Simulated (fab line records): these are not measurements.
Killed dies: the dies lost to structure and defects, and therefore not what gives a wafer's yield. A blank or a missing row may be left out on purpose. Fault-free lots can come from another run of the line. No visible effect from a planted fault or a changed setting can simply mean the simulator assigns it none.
Matching of chambers	flow nand_harc	NHARC_A_CONTACT_DESCUM_74 on rie_diel-12: 4 sister chambers
The step chemistry O2, time 3 s. 24 wafers are shown with their chamber, then 12 later ones without.

EACH WAFER AND ITS CHAMBER
wafer	chamber	drypump_motor_current_A (A)	showerhead_plenum_p_Torr (Torr)	rf_vpp_V (V)
L077.2	3	6.5	1.97	56.6
L077.3	1	5.7	2.01	58.4
L077.4	0	6.0	1.91	58.0
L078.1	0	6.0	1.91	59.1
L078.2	2	5.6	1.90	57.2
L078.6	0	6.0	1.91	57.0
L079.1	0	6.0	1.91	59.6
L079.2	1	5.7	2.01	58.6
L079.6	2	5.6	1.90	56.9
L083.2	1	5.7	2.00	58.7
L083.3	2	5.6	1.90	57.2
L083.4	0	6.0	1.91	58.6
L087.1	2	5.6	1.89	58.6
L087.2	1	5.7	2.00	58.5
L087.3	0	6.0	1.91	58.6
L088.4	3	6.6	1.96	57.1
L088.5	2	5.6	1.89	57.1
L088.6	3	6.5	1.96	58.4
L090.2	1	5.7	2.00	58.3
L090.3	2	5.6	1.89	57.3
L090.6	0	6.0	1.91	56.6
L091.1	0	6.0	1.91	58.1
L091.4	1	5.7	2.00	58.3
L091.5	2	5.6	1.89	58.0

SIGNATURES (means of the wafers above)
reading	chamber 0	chamber 1	chamber 2	chamber 3	scatter within a chamber
drypump_motor_current_A	6.000	5.700	5.600	6.533	0.0183
showerhead_plenum_p_Torr	1.9100	2.0033	1.8943	1.9633	0.00431
rf_vpp_V	58.200	58.467	57.471	57.367	0.748
Rule: for each reading, subtract the chamber's mean from the wafer's reading, divide by that reading's scatter and square the result; add these up over the readings and take the root, which gives the wafer's distance from the chamber. The wafer belongs to the nearest chamber; if the next one is less than 2 further off, it can't be placed. The scatter: take each reading less its chamber's mean, square it, sum over the shown wafers, divide by the number of wafers less the number of chambers, and take the root.

WAFERS WITHOUT THEIR CHAMBER
wafer	drypump_motor_current_A (A)	showerhead_plenum_p_Torr (Torr)	rf_vpp_V (V)
L093.2	6.0	1.91	57.2
L093.4	6.6	1.96	58.7
L093.6	5.6	1.89	57.9
L095.1	5.7	2.00	59.7
L095.4	5.6	1.89	58.4
L095.6	5.6	1.89	57.7
L096.1	6.1	1.90	58.9
L096.5	6.0	1.90	58.7
L096.6	6.6	1.95	58.2
L097.2	6.5	1.95	58.1
L097.4	6.6	1.95	57.1
L097.6	6.1	1.90	57.5

WHICH CHAMBER EACH ONE RAN IN
wafer	from the rows above	in truth
L093.2	0	0
L093.4	3	3
L093.6	2	2
L095.1	1	1
L095.4	2	2
L095.6	2	2
L096.1	0	0
L096.5	0	0
L096.6	3	3
L097.2	3	3
L097.4	3	3
L097.6	0	0
Correct placement for 12 of the 12. Number that these rows cannot place: 0. Placed wrongly: 0.
